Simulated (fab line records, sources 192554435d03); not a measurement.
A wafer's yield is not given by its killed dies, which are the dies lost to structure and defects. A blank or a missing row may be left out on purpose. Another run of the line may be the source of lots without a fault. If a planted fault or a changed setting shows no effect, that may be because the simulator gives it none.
fab line records	flow n5-finfet
record lots=6	wafers=16	last-day=17
route steps=1938 shown BEOL_M3@959 BEOL_M4@1111 PASSIVATION@1936
lots with no fault: from the same line, run without faults
start-h: hours from the record's opening day to when the first of the lot's shown wafers began	wait-h: time in hours since the lot's previous step	" as in the row above	L1.1+2: one row covering several wafers at once	- no value present, or no start provided	* or withheld: withheld	< > ~ a bound
route shown NAME@n: names a module that has steps shown in the file, with the first one's number in the route	usual: average and standard deviation across the fault-free wafers	same: alike in all rows	chamber/n: place in a boat	sites: each site's reading	_std_site: how widely they spread, as a standard deviation	_edge_site: mean of outer sites minus mean of inner sites	radius-mm: how far each site lies from the wafer's centre	mask NAME#n: copy n	behind: tool/chamber where the wafer was last shaped	hold: the reason the lot was held/the length of the hold in hours/how it ended	device: which transistor (n, p or np) failed to switch	end of line: tests of these same wafers at the route's end	for a step that has no rows: nothing shown but its recipe	killed: dies that structure and defects cost at the first sort, which is not the same as the wafer's yield	map: a wafer's dies, marking killed ones x, the rest . and places with no die _
set.NAME: the setting the step ran with; set.NAME@STEP: the setting that earlier step ran with	model.NAME: the simulator's own value behind a step, which no gauge read
lots at some steps of the route; a table a step, a row a wafer
services: from which hour (start-h, from the record's first day; less than 0 if before it) a tool's chamber was out of use, for how many hours, and why
## steps
# step N5_BEOL_M3_COAT_76
# recipe resist=underlayer	temp-c=205	time-s=60	spin-rpm=1500	resist-thk-nm=5
# step N5_BEOL_M3_COAT_22
# recipe resist=CAR-EUV	spin-rpm=1500	resist-thk-nm=30
# step N5_BEOL_M3_EBR_24
# recipe solvent=PGMEA	ebr-width-mm=1.5
# step N5_BEOL_M3_SOFTBAKE_23
# recipe temp-c=110	time-s=60	resist=CAR-EUV
# step N5_BEOL_M3_EXPOSE_25
# recipe mask-id=V2	na=0.33	source-shape=quasar	sigma-inner=0.2	sigma-outer=0.8	polarization=unpolarized	defocus-nm=5	dose-mj=63
# step N5_BEOL_M3_PEB_26
# recipe peb-temp-c=100	peb-time-s=60	resist=CAR-EUV
# step N5_BEOL_M3_DEVELOP_27
# recipe develop-time-s=30	developer=TMAH	resist=CAR-EUV	rinse-liquid=surfactant-rinse	dry=air-spin	dev-temp-c=23
# step N5_BEOL_M3_CD_MEAS_28
# recipe target-cd-nm=25.7	landing-energy-ev=500	detector=se-inlens	target-cd-y-nm=23.3	polarity=opening
# usual cd-nm=25.74/0.24
lot.wafer	tool	chamber	start-h	wait-h	cd-nm
L465.2	cd-sem-02	0	149.22	-	25.60
L465.4	"	0	"	"	25.33
L465.6	"	0	"	"	25.72
L470.2	cd-sem-03	0	184.43	-	25.50
L470.4	"	0	"	"	25.61
L470.6	"	0	"	"	25.70
L472.4	cd-sem-03	0	209.29	-	26.15
L472.6	"	0	"	"	25.89
L474.1	cd-sem-03	0	214.98	-	25.80
L474.6	"	0	"	"	25.91
L482.3	cd-sem-03	0	267.33	-	25.48
L482.4	"	0	"	"	25.83
L482.5	"	0	"	"	25.69
L484.2	cd-sem-03	0	275.40	-	25.79
L484.3	"	0	"	"	26.04
L484.4	"	0	"	"	26.02
# step N5_BEOL_M3_OVL_MEAS_29
# recipe points-per-wafer=522
# usual V2_OVL=0.0/0.58
lot.wafer	tool	chamber	start-h	wait-h	V2_OVL[nm]
L465.2	overlay-01	0	149.25	0.0	-0.9
L465.4	"	0	"	"	-0.7
L465.6	"	0	"	"	-1.0
L470.2	overlay-01	0	184.46	0.0	-0.4
L470.4	"	0	"	"	-0.6
L470.6	"	0	"	"	-0.9
L472.4	overlay-01	0	209.33	0.0	-0.1
L472.6	"	0	"	"	0.6
L474.1	overlay-02	0	215.01	0.0	-0.4
L474.6	"	0	"	"	1.2
L482.3	overlay-01	0	267.37	0.0	0.4
L482.4	"	0	"	"	0.3
L482.5	"	0	"	"	0.4
L484.2	overlay-02	0	275.43	0.0	-1.4
L484.3	"	0	"	"	0.5
L484.4	"	0	"	"	-0.3
# step N5_BEOL_M3_INSPECT_30
# recipe mode=adi	inspect-instrument=brightfield
# usual raw-defect-count=432/110
lot.wafer	tool	chamber	start-h	wait-h	raw-defect-count
L465.2	defect-inspect-02	-	149.31	0.0	596
L465.4	"	-	"	"	419
L465.6	"	-	"	"	544
L470.2	defect-inspect-02	-	184.51	0.0	361
L470.4	"	-	"	"	341
L470.6	"	-	"	"	443
L472.4	defect-inspect-02	-	209.37	0.0	286
L472.6	"	-	"	"	435
L474.1	defect-inspect-01	-	215.07	0.1	470
L474.6	"	-	"	"	428
L482.3	defect-inspect-01	-	267.42	0.0	442
L482.4	"	-	"	"	505
L482.5	"	-	"	"	282
L484.2	defect-inspect-01	-	275.49	0.0	633
L484.3	"	-	"	"	457
L484.4	"	-	"	"	410
# step N5_BEOL_M3_DESCUM_33
# recipe chemistry=O2	time-s=7	source-power-w=50	bias-power-w=20	pressure-mtorr=20	rf-frequency-hz=2.712e+07	temp-c=40	resist=CAR-EUV	o2-flow-sccm=225
# usual drypump-motor-current-A=5.6/0.46	oes-product-au=0.77/0.08	rf-vpp-V=243.4/1.7	showerhead-plenum-p-Torr=2.11/0.091	throttle-valve-pct=20.48/0.24
lot.wafer	tool	chamber	start-h	wait-h	drypump-motor-current-A	oes-product-au	rf-hours-counter-h	rf-vpp-V	showerhead-plenum-p-Torr	throttle-valve-pct
L465.2	rie-diel-04	2	151.16	1.9	5.9	0.87	45	243.0	2.15	20.36
L465.4	"	0	"	"	5.3	0.77	158	243.7	2.19	20.56
L465.6	"	1	"	"	5.5	0.71	-	244.7	2.15	20.80
L470.2	rie-diel-04	0	184.55	0.0	5.3	0.76	172	243.5	2.18	20.57
L470.4	"	3	"	"	6.0	0.69	230	244.1	2.14	20.44
L470.6	"	2	"	"	5.9	0.84	-	244.1	2.14	20.39
L472.4	rie-diel-04	1	209.41	0.0	5.4	0.70	233	243.5	2.14	20.83
L472.6	"	1	"	"	5.4	0.69	-	244.0	2.14	20.82
L474.1	rie-diel-04	1	215.11	0.0	5.4	0.70	235	244.5	2.14	20.82
L474.6	"	2	"	"	5.9	0.84	-	242.6	2.14	20.40
L482.3	rie-diel-06	3	267.50	0.1	6.1	0.95	3	242.5	2.07	20.35
L482.4	"	2	"	"	4.8	0.87	39	245.1	2.21	20.23
L482.5	"	2	"	"	4.8	0.88	-	244.9	2.21	20.20
L484.2	rie-diel-06	2	275.52	0.0	4.8	0.88	41	246.1	2.21	20.20
L484.3	"	1	"	"	5.5	0.75	155	240.3	1.90	20.17
L484.4	"	0	"	"	5.6	0.71	221	244.6	2.15	20.69
# step N5_BEOL_M3_ETCH_77
# recipe chemistry=N2/H2	target=underlayer	target-depth-a=65	mask-material=CAR-EUV	time-s=5.2	ion-energy-ev=200	pressure-mtorr=30	source-w=840	bias-w=150	n2-flow-sccm=200	h2-flow-sccm=200	ends=cleared
# usual drypump-motor-current-A=5.6/0.46	etch-rf-on-time-s=5.19/0.12	oes-product-au=0.66/0.07	rf-vpp-V=524/3.2	showerhead-plenum-p-Torr=2.56/0.1	throttle-valve-pct=17.91/0.26
lot.wafer	tool	chamber	start-h	wait-h	drypump-motor-current-A	etch-rf-on-time-s	oes-product-au	rf-hours-counter-h	rf-vpp-V	showerhead-plenum-p-Torr	throttle-valve-pct
L465.2	rie-diel-04	2	151.20	0.0	5.8	5.31	0.74	45	525	2.57	17.53
L465.4	"	0	"	"	5.3	5.23	0.66	158	527	2.63	17.80
L465.6	"	1	"	"	5.4	5.15	0.61	-	528	2.63	18.48
L470.2	rie-diel-04	0	184.58	0.0	5.4	5.14	0.64	172	527	2.62	17.84
L470.4	"	3	"	"	6.1	5.15	0.59	230	526	2.61	17.88
L470.6	"	2	"	"	5.9	5.30	0.71	-	527	2.56	17.53
L472.4	rie-diel-04	1	209.44	0.0	5.4	5.05	0.60	233	525	2.62	18.48
L472.6	"	1	"	"	5.4	5.05	0.61	-	524	2.62	18.50
L474.1	rie-diel-04	1	215.14	0.0	5.5	5.12	0.61	235	527	2.62	18.52
L474.6	"	2	"	"	5.9	5.33	0.71	-	525	2.56	17.54
L482.3	rie-diel-06	3	267.53	0.0	6.2	4.97	0.82	3	523	2.49	17.55
L482.4	"	2	"	"	4.8	5.07	0.74	39	527	2.70	17.70
L482.5	"	2	"	"	4.8	5.06	0.75	-	528	2.70	17.69
L484.2	rie-diel-06	2	275.56	0.0	4.8	5.01	0.75	41	529	2.70	17.70
L484.3	"	1	"	"	5.6	5.08	0.64	155	519	2.36	17.91
L484.4	"	0	"	"	5.6	5.30	0.59	221	526	2.61	18.10
# step N5_BEOL_M3_ETCH_69
# recipe chemistry=CF4	target=SiARC	target-depth-a=156	mask-material=CAR-EUV	time-s=26	ion-energy-ev=80	pressure-mtorr=40	source-w=545	bias-w=36	Ar_flow_sccm=100	cf4-flow-sccm=100	ends=cleared
# usual cf4-flow-sccm=100.0/0.36	drypump-motor-current-A=5.6/0.46	etch-rf-on-time-s=26.0/0.57	oes-product-au=0.66/0.071	rf-vpp-V=184.4/1.5	showerhead-plenum-p-Torr=2.16/0.086	throttle-valve-pct=15.69/0.22
lot.wafer	tool	chamber	start-h	wait-h	cf4-flow-sccm	drypump-motor-current-A	etch-rf-on-time-s	oes-product-au	rf-hours-counter-h	rf-vpp-V	showerhead-plenum-p-Torr	throttle-valve-pct
L465.2	rie-diel-04	2	151.21	0.0	99.3	5.9	26.7	0.72	45	184.2	2.18	15.44
L465.4	"	0	"	"	100.5	5.3	26.6	0.65	158	184.6	2.22	15.66
L465.6	"	1	"	"	100.3	5.5	25.8	0.62	-	183.7	2.20	16.01
L470.2	rie-diel-04	0	184.60	0.0	100.1	5.3	26.6	0.64	172	187.8	2.22	15.67
L470.4	"	3	"	"	100.3	6.0	26.2	0.59	230	185.6	2.21	15.76
L470.6	"	2	"	"	100.0	5.9	27.1	0.71	-	184.5	2.17	15.45
L472.4	rie-diel-04	1	209.46	0.0	99.7	5.5	18.4	0.74	233	185.4	2.19	16.06
L472.6	"	1	"	"	99.7	5.4	25.2	0.61	-	183.6	2.19	16.03
L474.1	rie-diel-04	1	215.16	0.0	100.1	5.4	18.6	0.72	235	184.2	2.19	16.05
L474.6	"	2	"	"	100.0	5.9	26.2	0.71	-	184.3	2.17	15.48
L482.3	rie-diel-06	3	267.55	0.0	100.2	6.2	25.4	0.82	3	184.2	2.10	15.30
L482.4	"	2	"	"	99.8	4.8	25.3	0.75	39	186.3	2.27	15.49
L482.5	"	2	"	"	100.7	4.8	25.4	0.75	-	186.9	2.27	15.47
L484.2	rie-diel-06	2	275.57	0.0	99.9	4.8	25.2	0.75	41	184.8	2.27	15.48
L484.3	"	1	"	"	100.4	5.5	25.7	0.64	155	182.5	1.98	15.54
L484.4	"	0	"	"	99.8	5.6	26.6	0.60	221	186.1	2.19	15.88
# step N5_BEOL_M3_ALD_98
# recipe material=SiO2	target-thk-a=25	temp-c=100	ald-precursor-family=BDEAS	ald-co-reactant=O2-plasma	pulse-time-s=1	co-reactant-pulse-time-s=1	purge-time-s=2	co-reactant-purge-time-s=2	ald-cycles=17	pressure-torr=2
# usual heater-power-w=77/8	precursor-pulse-height-rel=1.000/0.022
lot.wafer	tool	chamber	start-h	wait-h	heater-power-w	precursor-pulse-height-rel
L465.2	ald-sin-03	0	151.42	0.2	78	1.053
L465.4	"	3	"	"	73	0.991
L465.6	"	1	"	"	86	0.995
L470.2	ald-sin-04	3	184.95	0.3	84	1.022
L470.4	"	0	"	"	81	0.977
L470.6	"	3	"	"	84	1.005
L472.4	ald-sin-03	2	209.88	0.4	81	1.002
L472.6	"	3	"	"	81	0.985
L474.1	ald-sin-04	0	215.46	0.3	81	0.986
L474.6	"	0	"	"	81	1.013
L482.3	ald-sin-03	2	267.63	0.1	78	0.967
L482.4	"	0	"	"	76	0.992
L482.5	"	1	"	"	89	1.014
L484.2	ald-sin-02	3	276.52	0.9	69	0.988
L484.3	"	0	"	"	86	0.991
L484.4	"	2	"	"	66	1.006
# step N5_BEOL_M4_RC_MEAS_101
# usual DIBL_N=35.9/1.8	DIBL_P=36.2/2	IOFF_N=0.16/0.031	IOFF_P=0.22/0.041	ION_N=676/11	ION_P=465/8.5	SS_N=71.4/0.64	SS_P=73.2/0.7	VT_N=250/3.5	VT_P=-250/3.9
lot.wafer	tool	chamber	start-h	wait-h	DIBL_N[mV/V]	DIBL_P[mV/V]	IOFF_N[nA/um]	IOFF_P[nA/um]	ION_N[uA/um]	ION_P[uA/um]	SS_N[mV/dec]	SS_P[mV/dec]	VT_N[mV]	VT_P[mV]
L465.2	prober-02	0	172.51	0.2	35.8	37.0	0.15	0.20	674	457	71.0	73.6	250	-251
L465.4	"	0	"	"	35.8	37.4	0.16	0.22	690	477	71.3	72.8	251	-252
L465.6	"	0	"	"	37.2	39.3	0.17	0.23	669	463	72.1	73.7	250	-249
L470.2	prober-02	0	203.33	0.2	37.4	37.0	0.16	0.19	670	455	71.0	73.2	250	-253
L470.4	"	0	"	"	33.1	32.1	0.10	0.13	662	455	69.5	72.3	256	-258
L470.6	"	0	"	"	36.3	36.7	0.15	0.19	675	463	71.3	73.1	252	-254
L472.4	prober-01	0	231.93	0.5	33.5	35.2	0.13	0.19	668	460	70.8	72.2	251	-251
L472.6	"	0	"	"	33.8	35.7	0.12	0.19	667	463	70.4	72.6	257	-252
L474.1	prober-01	0	238.30	0.0	36.8	36.0	0.13	0.19	653	450	72.2	72.7	256	-252
L474.6	"	0	"	"	37.4	37.7	0.16	0.22	686	466	72.1	73.1	248	-247
L482.3	prober-02	0	284.97	0.3	36.9	37.2	0.17	0.24	692	480	70.4	74.2	248	-248
L482.4	"	0	"	"	37.2	38.5	0.16	0.27	672	471	70.6	74.6	249	-244
L482.5	"	0	"	"	38.0	38.1	0.18	0.27	676	472	71.4	73.8	246	-244
L484.2	prober-01	0	292.66	0.2	38.8	38.5	0.21	0.29	686	469	72.1	73.8	245	-246
L484.3	"	0	"	"	38.7	39.1	0.20	0.29	689	475	71.7	73.7	247	-246
L484.4	"	0	"	"	35.1	34.3	0.13	0.20	675	471	71.2	72.9	253	-250
# step N5_PASSIVATION_PROBE_49
# usual defect-limited-yield=91.3/1.3	killed_at_M0_to_M3=35/9.3	killed_at_M4_up=14/5.2	killed-at-contacts=12/5.9	killed-at-front-end=38/11	killed-at-other=4/3.7	killed-dies=103/15	killed-open=67/12	killed-short=34/8	sort_bin_5_function=5.1/0.88	sort_bin_6_memory=3.3/0.65	sort-n-pass=1077/15	sort-yield-pct=91.3/1.3
# same gross-dies=1180	killed-at-back-side=0	sort_bin_4_leakage[%]=0	sort_bin_8_speed[%]=0
lot.wafer	tool	chamber	start-h	wait-h	defect-limited-yield[%]	killed_at_M0_to_M3	killed_at_M4_up	killed-at-contacts	killed-at-front-end	killed-at-other	killed-dies	killed-open	killed-short	sort_bin_5_function[%]	sort_bin_6_memory[%]	sort-n-pass	sort-yield-pct[%]
L465.2	prober-01	-	285.46	0.5	90.8	42	15	7	44	1	109	71	37	5.9	2.7	1071	90.8
L465.4	prober-01	-	285.56	0.6	92.7	39	10	14	19	4	86	55	30	4.2	2.9	1094	92.7
L465.6	prober-01	-	285.66	0.7	90.3	60	8	12	32	2	114	67	45	5.8	3.6	1066	90.3
L472.4	prober-02	-	342.07	0.2	89.9	25	23	9	50	12	119	76	41	6.1	3.6	1061	89.9
L472.6	prober-02	-	342.17	0.3	91.7	29	8	20	36	5	98	67	28	4.7	3.5	1082	91.7
L474.6	prober-02	-	348.35	0.3	90.7	25	8	20	45	12	110	65	44	4.6	4.7	1070	90.7
# killed by level:class
L465.2 BEOL_M3:geometric-particle:open=15 FIN_SAQP:geometric-particle:short=11 FIN_SAQP:geometric-particle:open=10 BEOL_M0_SAQP:geometric-particle:short=10 BEOL_M0_SAQP:geometric-particle:open=8 STI_FIN_REVEAL:geometric-particle:open=6 MOL_CONTACT_COAG:geometric-particle:open=6 STARTING-WAFER:geometric-particle:open=5
L465.4 BEOL_M3:geometric-particle:open=15 MOL_CONTACT_COAG:geometric-particle:open=12 BEOL_M0_SAQP:geometric-particle:open=11 BEOL_M0_SAQP:geometric-particle:short=8 FIN_SAQP:geometric-particle:open=5 FIN_SAQP:geometric-particle:short=4 GATE_CUT:geometric-particle:short=3 STI_FIN_REVEAL:geometric-particle:open=2
L465.6 BEOL_M0_SAQP:geometric-particle:open=20 BEOL_M0_SAQP:geometric-particle:short=18 BEOL_M3:geometric-particle:open=12 MOL_CONTACT_COAG:geometric-particle:open=8 GATE_CUT:geometric-particle:short=6 STI_FIN_REVEAL:geometric-particle:open=5 FIN_SAQP:geometric-particle:open=4 FIN_SAQP:geometric-particle:short=4
L472.4 STI_FIN_REVEAL:geometric-particle:open=14 FIN_SAQP:geometric-particle:short=9 BEOL_M4:geometric-particle:open=9 MOL_CONTACT_COAG:geometric-particle:open=8 FIN_SAQP:geometric-particle:open=6 STARTING-WAFER:geometric-particle:short=6 STI_FIN_REVEAL:geometric-particle:short=6 BEOL_M3:geometric-particle:open=6
L472.6 MOL_CONTACT_COAG:geometric-particle:open=14 STI_FIN_REVEAL:geometric-particle:open=9 BEOL_M3:geometric-particle:open=8 FIN_SAQP:geometric-particle:open=6 MOL_CONTACT_COAG:geometric-particle:short=6 FIN_SAQP:geometric-particle:short=5 DUMMY_GATE:geometric-particle:open=5 BEOL_M0_SAQP:geometric-particle:short=5
L474.6 MOL_CONTACT_COAG:geometric-particle:open=16 FIN_SAQP:geometric-particle:short=10 FIN_SAQP:geometric-particle:open=8 STI_FIN_REVEAL:geometric-particle:open=8 BEOL_M3:geometric-particle:open=7 BEOL_M0_SAQP:geometric-particle:short=6 MIM_TOP_ETCH:geometric-particle:short=6 GATE_CUT:geometric-particle:short=5
## services
tool	chamber	start-h	hours	kind
rie-diel-06	2	130.38	-	clean
rie-diel-06	2	130.38	-	consumable-replace:focus-ring
rie-diel-06	2	130.38	-	consumable-replace:showerhead
rie-diel-06	2	130.38	17.2	scheduled-down
rie-diel-06	2	130.38	17.2	vent-cycle
rie-diel-06	-	151.78	0.2	repair
ald-sin-03	-	178.17	14.0	pm
ald-sin-03	0	178.17	14.0	vent-cycle
ald-sin-04	1	178.87	152.3	repair
ald-sin-03	3	217.11	7.0	repair
rie-diel-06	3	242.81	-	clean
rie-diel-06	3	242.81	-	consumable-replace:focus-ring
rie-diel-06	3	242.81	17.0	scheduled-down
rie-diel-06	3	242.81	17.0	vent-cycle
ald-sin-04	-	250.48	0.3	repair
rie-diel-04	3	251.21	-	clean
rie-diel-04	3	251.21	-	consumable-replace:focus-ring
rie-diel-04	3	251.21	22.0	scheduled-down
rie-diel-04	3	251.21	22.0	vent-cycle
ald-sin-04	-	268.61	14.0	pm
rie-diel-04	1	273.24	-	clean
rie-diel-04	1	273.24	-	consumable-replace:focus-ring
rie-diel-04	1	273.24	28.3	scheduled-down
rie-diel-04	1	273.24	28.3	vent-cycle
## key
first-sign step=N5_BEOL_M3_ETCH_69	reading=etch-rf-on-time-s	direction=down	sigmas=13	usual=*	struck=*
effect none on later readings
met-at N5_BEOL_M3_ETCH_69
struck-wafers L472.4,L474.1
onset-between 184.60 209.46
fault kind=process-parameter-drift	tool=rie-diel-04	chamber=-	onset-h=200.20	steps=N5_BEOL_M3_ETCH_69	channel=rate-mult	offset=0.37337	shape=step	end-h=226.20	scope=struck-wafers-only
